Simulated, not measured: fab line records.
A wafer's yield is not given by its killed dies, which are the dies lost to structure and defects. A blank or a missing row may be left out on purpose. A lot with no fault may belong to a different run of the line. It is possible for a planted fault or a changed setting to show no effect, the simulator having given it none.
fab line records	flow n5-finfet
record lots=9	wafers=27	last-day=17
route steps=1938 shown STI_FIN_REVEAL@190 DUMMY_GATE@214 BEOL_M4@1111 PASSIVATION@1936
lots that met no fault: from a run of the same line without faults
start-h: the number of hours between the record's first day and the start of the first shown wafer of the lot	wait-h: hours elapsed since this lot's preceding step	" identical to the entry in the row above	L1.1+2: one row covering several wafers at once	- either no value or no given start	* or withheld: withheld	< > ~ a bound
route shown NAME@n: NAME is a module with steps in the file, n the number in the route of the first one	usual: average and standard deviation across the fault-free wafers	same: alike in all rows	chamber/n: place in a boat	sites: each site's reading	_std_site: standard deviation of those values	_edge_site: the outer-site mean with the inner-site mean subtracted	radius-mm: for every site, how far away it sits from the centre of the wafer	mask NAME#n: copy n	behind: the tool/chamber that last shaped the wafer	hold: cause of the lot's hold/its duration in hours/its outcome	device: the n, p or np transistor that did not switch	end of line: the route-end tests of the same wafers	a step given without rows: its recipe and nothing more	killed: the dies lost at the first sort to structure and to defects; this is not the yield of the wafer	map: the dies of a wafer, with x for killed, . for not killed, _ for no die there
set.NAME: the setting that was run; set.NAME@STEP: the one run at that earlier step	model.NAME: the simulator's own value behind a step, which no gauge read
a sample of lots followed through the steps of the route, with each step as a table and each wafer as a row
services: from which hour (start-h, from the record's first day; less than 0 if before it) a tool's chamber was out of use, for how many hours, and why
## steps
# step N5_STI_FIN_REVEAL_ETCHBACK_08
# recipe chemistry=C4F6/O2	target=SiO2	target-depth-a=305	time-s=10.167	ion-energy-ev=250	pressure-mtorr=30	source-w=345	bias-w=185	Ar_flow_sccm=300	C4F6_flow_sccm=10	O2_flow_sccm=10
# usual bias-w=185.1/0.56	drypump-motor-current-A=5.6/0.54	oes_ar_750_au=0.78/0.08	oes-product-au=0.78/0.08	rf-vpp-V=664/14	showerhead-plenum-p-Torr=2.84/0.11	throttle-valve-pct=21.28/0.18
lot.wafer	tool	chamber	start-h	wait-h	bias-w	drypump-motor-current-A	oes_ar_750_au	oes-product-au	rf-hours-counter-h	rf-vpp-V	showerhead-plenum-p-Torr	throttle-valve-pct
L752.2	rie-diel-04	3	45.54	0.2	185.3	5.0	0.77	0.76	111	669	2.76	21.40
L752.3	"	2	"	"	185.2	4.8	0.73	0.73	161	681	2.96	21.21
L752.5	"	0	"	"	185.9	5.9	0.79	0.78	-	659	2.99	21.25
L755.1	rie-diel-04	1	64.54	0.2	185.1	5.8	1.00	0.98	1	639	2.93	21.40
L755.3	"	3	"	"	185.6	4.9	0.77	0.76	119	670	2.76	21.39
L755.4	"	0	"	"	184.4	6.0	0.78	0.78	104	657	2.99	21.26
L756.3	rie-diel-04	1	71.08	0.2	185.2	5.8	0.99	0.96	3	640	2.93	21.39
L756.4	"	3	"	"	185.0	4.9	0.76	0.76	121	669	2.76	21.43
L756.5	"	0	"	"	185.8	6.0	0.79	0.78	-	658	2.99	21.26
L758.3	rie-diel-04	3	81.67	0.2	184.9	4.9	0.76	0.76	124	668	2.76	21.42
L758.4	"	2	"	"	184.4	4.9	0.72	0.72	174	683	2.96	21.24
L758.6	"	2	"	"	185.4	4.9	0.72	0.73	-	681	2.96	21.24
L759.2	rie-diel-06	0	89.61	0.4	186.1	6.5	0.68	0.68	216	663	2.83	21.30
L759.4	"	0	"	"	185.9	6.4	0.69	0.69	-	663	2.83	21.29
L759.5	"	1	"	"	184.7	5.6	0.76	0.76	-	654	2.63	21.35
L765.1	rie-diel-04	0	124.07	0.2	185.1	6.0	0.77	0.76	123	658	2.98	21.28
L765.3	"	2	"	"	184.3	4.8	0.71	0.72	189	680	2.95	21.26
L765.4	"	1	"	"	184.9	5.8	0.92	0.91	21	639	2.92	21.44
L766.1	rie-diel-04	3	131.49	0.2	185.2	4.9	0.75	0.75	141	668	2.75	21.45
L766.4	"	3	"	"	185.5	4.9	0.75	0.75	-	669	2.75	21.43
L766.6	"	0	"	"	184.1	6.0	0.76	0.76	-	659	2.98	21.29
L772.1	rie-diel-05	0	167.96	0.2	185.8	5.8	0.73	0.74	178	673	2.81	21.40
L772.3	"	3	"	"	185.1	5.4	0.78	0.77	163	676	2.84	21.23
L772.5	"	2	"	"	185.4	6.5	0.78	0.81	-	690	2.84	20.98
L773.3	rie-diel-05	3	172.67	0.1	185.2	5.5	0.77	0.77	164	677	2.84	21.24
L773.4	"	1	"	"	184.0	6.1	0.74	0.74	196	642	2.68	21.33
L773.6	"	1	"	"	185.2	6.1	0.74	0.75	-	641	2.68	21.32
# step N5_STI_FIN_REVEAL_FIN_H_MEAS_10
# usual trench-depth-nm=52.1/0.82
lot.wafer	tool	chamber	start-h	wait-h	trench-depth-nm
L752.2	ocd-02	-	48.50	0.0	52.8
L752.3	"	-	"	"	51.3
L752.5	"	-	"	"	52.0
L755.1	ocd-01	-	67.49	0.0	51.3
L755.3	"	-	"	"	52.4
L755.4	"	-	"	"	52.0
L756.3	ocd-01	-	74.57	0.0	52.4
L756.4	"	-	"	"	51.7
L756.5	"	-	"	"	51.5
L758.3	ocd-01	-	84.63	0.0	53.1
L758.4	"	-	"	"	50.9
L758.6	"	-	"	"	51.4
L759.2	ocd-01	-	92.56	0.0	50.9
L759.4	"	-	"	"	51.2
L759.5	"	-	"	"	51.8
L765.1	ocd-02	-	127.26	0.0	51.2
L765.3	"	-	"	"	51.7
L765.4	"	-	"	"	52.5
L766.1	ocd-01	-	134.56	0.0	53.6
L766.4	"	-	"	"	53.4
L766.6	"	-	"	"	52.7
L772.1	ocd-02	-	170.96	0.0	52.1
L772.3	"	-	"	"	53.4
L772.5	"	-	"	"	53.2
L773.3	ocd-02	-	176.17	0.0	53.2
L773.4	"	-	"	"	52.5
L773.6	"	-	"	"	53.4
# step N5_STI_FIN_REVEAL_INSPECT_13
# recipe inspect-instrument=darkfield	mode=post-clean
# usual raw-defect-count=12/5
lot.wafer	tool	chamber	start-h	wait-h	raw-defect-count
L752.2	defect-inspect-02	-	48.59	0.0	14
L752.3	"	-	"	"	23
L752.5	"	-	"	"	12
L755.1	defect-inspect-01	-	67.58	0.0	18
L755.3	"	-	"	"	5
L755.4	"	-	"	"	18
L756.3	defect-inspect-02	-	74.65	0.0	9
L756.4	"	-	"	"	9
L756.5	"	-	"	"	14
L758.3	defect-inspect-01	-	84.72	0.0	9
L758.4	"	-	"	"	14
L758.6	"	-	"	"	13
L759.2	defect-inspect-01	-	92.65	0.0	15
L759.4	"	-	"	"	9
L759.5	"	-	"	"	17
L765.1	defect-inspect-02	-	127.35	0.0	1200
L765.3	"	-	"	"	8
L765.4	"	-	"	"	13
L766.1	defect-inspect-01	-	134.65	0.0	12
L766.4	"	-	"	"	8
L766.6	"	-	"	"	1206
L772.1	defect-inspect-01	-	171.05	0.0	13
L772.3	"	-	"	"	11
L772.5	"	-	"	"	11
L773.3	defect-inspect-01	-	176.27	0.0	11
L773.4	"	-	"	"	21
L773.6	"	-	"	"	19
# step N5_DUMMY_GATE_ALD_02
# recipe material=SiO2	target-thk-a=20	temp-c=300	ald-precursor-family=BDEAS	ald-co-reactant=O2-plasma	pulse-time-s=1	pressure-torr=2
# usual heater-power-w=467/42	precursor-pulse-height-rel=1.002/0.02	susceptor-temp-C=300.00/0.19
lot.wafer	tool	chamber	start-h	wait-h	heater-power-w	precursor-pulse-height-rel	susceptor-temp-C
L752.2	ald-sin-01	3	48.73	0.1	410	0.988	299.87
L752.3	"	2	"	"	407	1.014	299.78
L752.5	"	0	"	"	428	1.015	299.70
L755.1	ald-sin-01	3	67.67	0.0	433	1.005	300.16
L755.3	"	2	"	"	406	1.017	300.19
L755.4	"	0	"	"	419	0.985	300.06
L756.3	ald-sin-02	0	74.74	0.0	435	0.997	299.71
L756.4	"	1	"	"	486	0.977	299.93
L756.5	"	3	"	"	457	0.982	300.09
L758.3	ald-sin-02	3	84.81	0.0	474	1.005	300.03
L758.4	"	2	"	"	461	0.997	299.98
L758.6	"	2	"	"	467	0.981	299.84
L759.2	ald-sin-04	1	92.74	0.0	486	0.991	300.11
L759.4	"	3	"	"	474	1.008	300.06
L759.5	"	1	"	"	492	1.020	299.78
L765.1	ald-sin-01	0	127.44	0.0	418	1.006	300.26
L765.3	"	1	"	"	470	1.012	300.10
L765.4	"	3	"	"	409	0.988	300.06
L766.1	ald-sin-04	0	134.74	0.0	529	1.023	299.89
L766.4	"	2	"	"	507	1.005	299.98
L766.6	"	0	"	"	561	1.007	299.89
L772.1	ald-sin-02	3	171.14	0.0	452	0.972	299.99
L772.3	"	0	"	"	454	0.985	299.79
L772.5	"	0	"	"	441	0.999	299.57
L773.3	ald-sin-04	2	176.37	0.0	495	0.963	299.83
L773.4	"	0	"	"	544	0.998	300.27
L773.6	"	2	"	"	497	1.032	299.89
# step N5_DUMMY_GATE_THK_MEAS_05
# usual thk-nm=72.1/1.1
lot.wafer	tool	chamber	start-h	wait-h	thk-nm
L752.2	film-metro-01	-	52.81	0.1	71.8
L752.3	"	-	"	"	73.6
L752.5	"	-	"	"	75.0
L755.1	film-metro-02	-	71.76	0.2	74.0
L755.3	"	-	"	"	72.4
L755.4	"	-	"	"	74.0
L756.3	film-metro-01	-	78.84	0.2	72.9
L756.4	"	-	"	"	73.3
L756.5	"	-	"	"	73.5
L758.3	film-metro-01	-	88.92	0.2	72.7
L758.4	"	-	"	"	73.1
L758.6	"	-	"	"	72.9
L759.2	film-metro-01	-	96.84	0.1	72.6
L759.4	"	-	"	"	70.2
L759.5	"	-	"	"	71.1
L765.1	film-metro-01	-	131.54	0.2	72.1
L765.3	"	-	"	"	71.3
L765.4	"	-	"	"	72.1
L766.1	film-metro-02	-	138.82	0.1	72.2
L766.4	"	-	"	"	72.3
L766.6	"	-	"	"	73.2
L772.1	film-metro-01	-	175.23	0.2	72.3
L772.3	"	-	"	"	70.9
L772.5	"	-	"	"	72.2
L773.3	film-metro-01	-	180.46	0.2	72.5
L773.4	"	-	"	"	72.0
L773.6	"	-	"	"	71.3
# step N5_BEOL_M4_RC_MEAS_101
# usual DIBL_N=35.9/1.9	DIBL_P=35.8/2.4	IOFF_N=0.15/0.031	IOFF_P=0.21/0.037	ION_N=672/13	ION_P=462/8.3	SS_N=71.5/0.72	SS_P=73.2/0.67	VT_N=250/3.4	VT_P=-250/3.4
lot.wafer	tool	chamber	start-h	wait-h	DIBL_N[mV/V]	DIBL_P[mV/V]	IOFF_N[nA/um]	IOFF_P[nA/um]	ION_N[uA/um]	ION_P[uA/um]	SS_N[mV/dec]	SS_P[mV/dec]	VT_N[mV]	VT_P[mV]
L752.2	prober-02	0	184.98	0.2	32.8	33.2	0.11	0.14	650	452	70.8	72.9	255	-258
L752.3	"	0	"	"	33.6	34.1	0.11	0.14	640	435	70.8	73.1	259	-259
L752.5	"	0	"	"	32.4	32.9	0.10	0.13	651	444	70.5	72.6	258	-258
L755.1	prober-01	0	203.11	0.0	35.0	36.6	0.16	0.20	679	461	71.9	73.5	250	-252
L755.3	"	0	"	"	32.6	33.3	0.12	0.16	660	455	71.3	72.5	253	-255
L755.4	"	0	"	"	31.7	31.5	0.10	0.14	651	448	71.0	72.5	256	-254
L756.3	prober-02	0	204.25	0.6	35.1	36.0	0.15	0.20	675	460	71.0	73.3	249	-250
L756.4	"	0	"	"	37.4	37.4	0.18	0.23	683	466	71.9	74.1	248	-251
L756.5	"	0	"	"	38.2	37.8	0.18	0.24	668	467	73.1	73.8	248	-249
L758.3	prober-02	0	205.56	0.3	36.2	38.6	0.18	0.23	695	470	72.5	73.3	245	-250
L758.4	"	0	"	"	39.5	41.0	0.23	0.26	689	451	73.2	75.1	245	-253
L758.6	"	0	"	"	36.9	38.6	0.18	0.21	679	456	72.7	74.0	248	-254
L759.2	prober-02	0	220.61	0.2	37.3	35.6	0.15	0.20	661	455	72.2	73.8	252	-250
L759.4	"	0	"	"	40.0	39.7	0.20	0.27	683	464	73.4	73.9	248	-249
L759.5	"	0	"	"	34.2	33.6	0.11	0.18	652	455	71.5	72.0	255	-252
L765.1	prober-01	0	256.16	0.0	38.7	40.9	0.24	0.30	691	472	72.6	73.3	244	-245
L765.3	"	0	"	"	38.1	38.9	0.21	0.25	670	463	72.7	72.8	247	-244
L765.4	"	0	"	"	36.4	37.9	0.17	0.22	684	469	71.6	74.0	251	-247
L766.1	prober-01	0	264.32	0.0	35.3	36.0	0.14	0.21	675	473	70.9	73.6	251	-248
L766.4	"	0	"	"	35.6	35.1	0.14	0.19	669	460	70.4	73.2	252	-250
L766.6	"	0	"	"	34.8	35.6	0.13	0.20	666	461	71.4	72.9	254	-251
L772.1	prober-01	0	310.02	0.0	38.1	39.6	0.19	0.26	677	462	72.5	74.5	246	-246
L772.3	"	0	"	"	37.9	38.2	0.18	0.23	696	474	72.1	74.2	249	-248
L772.5	"	0	"	"	35.8	37.0	0.15	0.20	674	464	71.2	74.0	251	-251
L773.3	prober-02	0	313.89	0.3	34.6	33.6	0.13	0.20	674	473	70.6	72.7	250	-251
L773.4	"	0	"	"	36.8	35.7	0.17	0.23	690	475	71.4	73.0	249	-247
L773.6	"	0	"	"	36.9	35.7	0.16	0.23	682	473	71.3	72.5	253	-247
# step N5_PASSIVATION_PROBE_49
# usual defect-limited-yield=91.6/1.2	killed_at_M0_to_M3=33/9.4	killed_at_M4_up=13/5.2	killed-at-contacts=13/5.6	killed-at-front-end=37/9.5	killed-at-other=4/3.1	killed-dies=99/15	killed-on-rim=13/3.6	killed-open=65/11	killed-short=32/7.5	sort_bin_5_function=4.9/0.77	sort_bin_6_memory=3.1/0.65	sort-n-pass=1081/15	sort-yield-pct=91.6/1.2
# same gross-dies=1180	killed-at-back-side=0	sort_bin_4_leakage[%]=0	sort_bin_8_speed[%]=0
lot.wafer	tool	chamber	start-h	wait-h	defect-limited-yield[%]	killed_at_M0_to_M3	killed_at_M4_up	killed-at-contacts	killed-at-front-end	killed-at-other	killed-dies	killed-on-rim	killed-open	killed-short	sort_bin_5_function[%]	sort_bin_6_memory[%]	sort-n-pass	sort-yield-pct[%]
L759.2	prober-02	-	325.96	0.1	92.5	37	5	2	40	5	89	6	62	25	4.7	2.8	1091	92.5
L759.4	prober-02	-	326.06	0.2	92.4	33	11	5	36	5	90	12	54	35	4.1	3.1	1090	92.4
L759.5	prober-02	-	326.11	0.2	91.9	30	13	12	36	5	96	9	67	26	4.7	3.1	1084	91.9
L765.1	prober-01	-	360.10	0.0	79.3	46	5	7	184	2	244	21	69	34	12.5	4.0	936	79.3
L765.3	prober-01	-	360.20	0.1	91.9	40	4	5	38	8	95	14	65	30	4.2	3.6	1085	91.9
L765.4	prober-01	-	360.25	0.2	89.2	36	14	17	58	2	127	16	86	41	6.2	4.3	1053	89.2
L766.1	prober-01	-	374.78	0.0	91.3	38	15	8	35	7	103	10	72	31	4.7	3.9	1077	91.3
L766.4	prober-01	-	374.93	0.2	92.5	31	16	6	32	3	88	11	48	40	4.7	2.3	1092	92.5
L766.6	prober-01	-	375.03	0.3	80.3	42	8	9	171	3	233	26	53	32	12.5	3.6	947	80.3
# killed by level:class
L759.2 BEOL_M3:geometric-particle:open=15 BEOL_M1:geometric-particle:open=9 FIN_SAQP:geometric-particle:short=7 DUMMY_GATE:geometric-particle:open=7 ILD0:geometric-particle:open=6 BEOL_M0:geometric-particle:open=4 FIN_SAQP:geometric-particle:open=3 ILD0:geometric-particle:short=3
L759.4 BEOL_M3:geometric-particle:open=12 FIN_SAQP:geometric-particle:short=11 FIN_SAQP:geometric-particle:open=8 MOL_CONTACT_COAG:geometric-particle:open=5 BEOL_M0_SAQP:geometric-particle:open=5 BEOL_M0_SAQP:geometric-particle:short=4 BEOL_M1:geometric-particle:open=4 ILD0:geometric-particle:short=3
L759.5 MOL_CONTACT_COAG:geometric-particle:open=8 BEOL_M1:geometric-particle:open=8 FIN_SAQP:geometric-particle:open=7 DUMMY_GATE:geometric-particle:open=7 BEOL_M4:geometric-particle:open=7 BEOL_M3:geometric-particle:open=5 FIN_SAQP:geometric-particle:short=4 MOL_CONTACT_COAG:geometric-particle:short=4
L765.1 STI_FIN_REVEAL:unspecified=141 BEOL_M3:geometric-particle:open=13 FIN_SAQP:geometric-particle:short=9 BEOL_M1:geometric-particle:open=8 DUMMY_GATE:geometric-particle:open=7 MOL_CONTACT_COAG:geometric-particle:open=7 BEOL_M0_SAQP:geometric-particle:open=6 BEOL_M0_SAQP:geometric-particle:short=6
L765.3 FIN_SAQP:geometric-particle:open=15 BEOL_M1:geometric-particle:open=14 BEOL_M1:geometric-particle:short=8 MOL_CONTACT_COAG:geometric-particle:open=5 BEOL_M0_SAQP:geometric-particle:open=5 BEOL_M0:geometric-particle:open=5 GATE_CUT:geometric-particle:short=4 BEOL_M2:geometric-particle:open=4
L765.4 FIN_SAQP:geometric-particle:open=14 MOL_CONTACT_COAG:geometric-particle:open=12 STI_FIN_REVEAL:geometric-particle:open=11 FIN_SAQP:geometric-particle:short=10 BEOL_M0:geometric-particle:open=9 BEOL_M4:geometric-particle:open=9 DUMMY_GATE:geometric-particle:open=6 BEOL_M3:geometric-particle:open=6
L766.1 BEOL_M0_SAQP:geometric-particle:short=11 STI_FIN_REVEAL:geometric-particle:open=10 BEOL_M0_SAQP:geometric-particle:open=10 BEOL_M4:geometric-particle:open=8 MOL_CONTACT_COAG:geometric-particle:open=7 BEOL_M1:geometric-particle:open=6 DUMMY_GATE:geometric-particle:open=5 FIN_SAQP:geometric-particle:short=4
L766.4 FIN_SAQP:geometric-particle:short=11 BEOL_M0_SAQP:geometric-particle:short=9 BEOL_M4:geometric-particle:open=8 BEOL_M0_SAQP:geometric-particle:open=6 MOL_CONTACT_COAG:geometric-particle:open=5 BEOL_M4:geometric-particle:short=5 STI_FIN_REVEAL:geometric-particle:open=4 GATE_CUT:geometric-particle:open=3
L766.6 STI_FIN_REVEAL:unspecified=148 BEOL_M0_SAQP:geometric-particle:open=12 BEOL_M0_SAQP:geometric-particle:short=12 BEOL_M3:geometric-particle:open=8 MOL_CONTACT_COAG:geometric-particle:open=7 STARTING-WAFER:geometric-particle:short=5 FIN_SAQP:geometric-particle:open=3 FIN_SAQP:geometric-particle:short=3
## services
tool	chamber	start-h	hours	kind
ald-sin-04	-	34.56	6.1	pm
ald-sin-04	0	44.63	1.3	repair
ald-sin-01	1	44.99	4.0	repair
rie-diel-04	1	45.42	-	clean
rie-diel-04	1	45.42	-	consumable-replace:focus-ring
rie-diel-04	1	45.42	15.9	scheduled-down
rie-diel-04	1	45.42	15.9	vent-cycle
ald-sin-04	-	55.42	0.8	repair
rie-diel-05	3	71.28	7.9	repair
ald-sin-01	1	73.24	10.1	repair
rie-diel-04	-	74.60	3.1	repair
rie-diel-06	0	82.55	4.1	repair
ald-sin-02	-	85.25	14.0	pm
ald-sin-02	0	85.25	14.0	vent-cycle
ald-sin-02	1	85.25	14.0	vent-cycle
ald-sin-02	2	85.25	14.0	vent-cycle
rie-diel-05	1	93.73	1.5	repair
rie-diel-05	-	130.49	0.3	repair
ald-sin-04	1	141.33	2.9	repair
ald-sin-02	1	145.62	15.5	repair
ald-sin-04	1	155.26	4.3	repair
ald-sin-01	3	161.83	3.1	repair
rie-diel-04	0	167.03	32.6	repair
ald-sin-02	-	171.60	0.4	repair
## key
first-sign step=N5_STI_FIN_REVEAL_INSPECT_13	reading=raw-defect-count	direction=up	sigmas=99+	usual=12	struck=1203
effect step=N5_PASSIVATION_PROBE_49	reading=killed-at-front-end	direction=up	sigmas=15	usual=37	struck=178
more-kills-born-at N5_STI_FIN_REVEAL_ETCHBACK_08@rie-diel-04=289
met-at N5_STI_FIN_REVEAL_ETCHBACK_08
struck-lots L765,L766
struck-wafers L765.1,L766.6
not-acting-at N5_STI_FIN_REVEAL_FIN_H_MEAS_10,N5_DUMMY_GATE_ALD_02,N5_DUMMY_GATE_THK_MEAS_05
onset-between 71.08 124.07
fault kind=chamber-particle-source	tool=rie-diel-04	chamber=0	onset-h=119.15	steps=N5_STI_FIN_REVEAL_ETCHBACK_08	rate-per-visit-cm2=1.8823	end-h=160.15
